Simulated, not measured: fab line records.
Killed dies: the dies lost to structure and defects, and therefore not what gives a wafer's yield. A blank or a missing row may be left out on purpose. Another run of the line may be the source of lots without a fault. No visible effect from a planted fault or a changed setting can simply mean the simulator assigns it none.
Comparing a struck lot with a sound one -- flow n5Finfet -- 37 out of 1938 route steps
Sound: these wafers, L726.1, L726.2, L726.5. Struck: wafer L731.4. (L731.1, L731.5 of the same lot were not struck and are left out.) The cause comes at the end.
For every step that has rows: the tool of each side, followed by ch and its chambers, followed by its first start. Under that, the readings that differ: sound wafers -- struck wafers -- difference of the means -- sigmas: that difference in standard deviations of wafers without a fault.
alike: words and numbers the same on both sides, and readings whose means are apart by under 2 such deviations; not compared: readings that were withheld, readings missing a value for some wafer, numbers with overlapping values and no deviation given by the record, and bounds like >300 which may hide the same value.
The two part at a step that has a row with sigmas, a row that says differs or no value, or rows on one side only. When numbers do not overlap yet have no deviation, they are printed without sigmas and do not part them. A reading that every wafer of one side lacks parts them only if that side has two wafers or more.

first, 8 steps without rows for these wafers: N5_BEOL_M0_ECD_118 (material Cu, target thk 300 nm); N5_BEOL_M0_ANNEAL_119 (time 90 s); N5_BEOL_M0_CMP_120 (polishes, stops on SiOC, t overpolish 6.9 s); N5_BEOL_M0_PRE_CLEAN_131 (time 15 s); N5_BEOL_M0_CO_CAP_123 (material Co, precursor CCTBA/H2, target thk 2 nm, time 102.1 s); N5_BEOL_M0_PRE_CLEAN_124 (time 15 s); N5_BEOL_M0_DEP_125 (deposits SiCN from 3MS/NH3, target thk 8 nm, time 14 s); N5_BEOL_M1_ILD_DEP_00 (deposits SiOC from DEMS/O2, target thk 79 nm, time 15.3 s).
N5_BEOL_M1_PECVD_72: deposits SiO2 from TEOS/O2, target thk 16 nm, time 18 s.
  sound on pecvd-02 ch 0,1,2, day 6 16:58; struck on pecvd-02 ch 2, day 7 22:57
reading,sound,struck,difference,sigmas
model.SiO2_of_BEOL_M1_PECVD_72.thkNm (nm),15.6 15.8 16.4,17.4,+1.5,
  alike: heaterPowerW, showerheadPlenumPTorr, throttleValvePct
then, 25 steps without rows for these wafers: N5_BEOL_M1_HM_DEP_02 (deposits TiN, target thk 20 nm); N5_BEOL_M1_COAT_61 (time 60 s, resist thk 60 nm); N5_BEOL_M1_COAT_62 (time 60 s, resist thk 12 nm); N5_BEOL_M1_COAT_73 (time 60 s, resist thk 5 nm); N5_BEOL_M1_COAT_05 (resist thk 30 nm); N5_BEOL_M1_EBR_07; N5_BEOL_M1_SOFTBAKE_06 (time 60 s); N5_BEOL_M1_EXPOSE_08 (exposes mask M1); N5_BEOL_M1_PEB_09 (peb time 60 s); N5_BEOL_M1_DEVELOP_10 (develop time 30 s); N5_BEOL_M1_DESCUM_16 (chemistry O2, time 7 s); N5_BEOL_M1_ETCH_74 (etches underlayer in N2/H2, target depth 6.5 nm, time 5.2 s); N5_BEOL_M1_ETCH_63 (etches SiARC in CF4, target depth 15.6 nm, time 26 s); N5_BEOL_M1_ETCH_64 (etches SOC in N2/H2, target depth 75 nm, overetch 15 nm, time 112.5 s); N5_BEOL_M1_STRIP_65 (strips in N2/H2); N5_BEOL_M1_STRIP_75 (strips in N2/H2); N5_BEOL_M1_STRIP_66 (strips in CF4); N5_BEOL_M1_HM_OPEN_17 (chemistry Cl2/BCl3, target TiN, target depth 20 nm, overetch 6 nm); N5_BEOL_M1_STRIP_19 (strips in O2); N5_BEOL_M1_COAT_67 (time 60 s, resist thk 60 nm); N5_BEOL_M1_COAT_68 (time 60 s, resist thk 12 nm); N5_BEOL_M1_COAT_76 (time 60 s, resist thk 5 nm); N5_BEOL_M1_COAT_22 (resist thk 30 nm); N5_BEOL_M1_EBR_24; N5_BEOL_M1_SOFTBAKE_23 (time 60 s).
N5_BEOL_M1_HM_STRIP_39: strips TiN in peroxide tin strip, target depth 25 nm, time 158 s.
  sound on wetBench-02 ch 2,3,4, day 7 03:37; struck on wetBench-02 ch 5, day 8 03:01
reading,sound,struck,difference,sigmas
model.SiO2_of_BEOL_M1_PECVD_72.thkNm (nm),15.4 15.6 16.2,17.2,+1.5,
  alike: bathHeatDutyPct
-- here the record skips 2 days between the struck wafers' starts before and after, leaving off in module BEOL_M1 and picking up in module BEOL_M4 (first step shown: number 1111 of the route) --
N5_BEOL_M4_RC_MEAS_101:
  sound on prober-01 ch 0, day 9 07:15; struck on prober-01 ch 0, day 10 12:16
reading,sound,struck,difference,sigmas
DIBL_N (mV/V),34.5 35.2 32.3,38.6,+4.6,+2
SS_P (mV/dec),72.4 73.8 72.4,74.3,+1.4,+2
  alike: DIBL_P, IOFF_N, IOFF_P, ION_N, ION_P, SS_N, VT_N, VT_P
then, 1 step without rows for these wafers: N5_PASSIVATION_PROBE_49.

WHERE THEY PART
Only at N5_BEOL_M4_RC_MEAS_101, within this record.

WHY: what the simulator had put in
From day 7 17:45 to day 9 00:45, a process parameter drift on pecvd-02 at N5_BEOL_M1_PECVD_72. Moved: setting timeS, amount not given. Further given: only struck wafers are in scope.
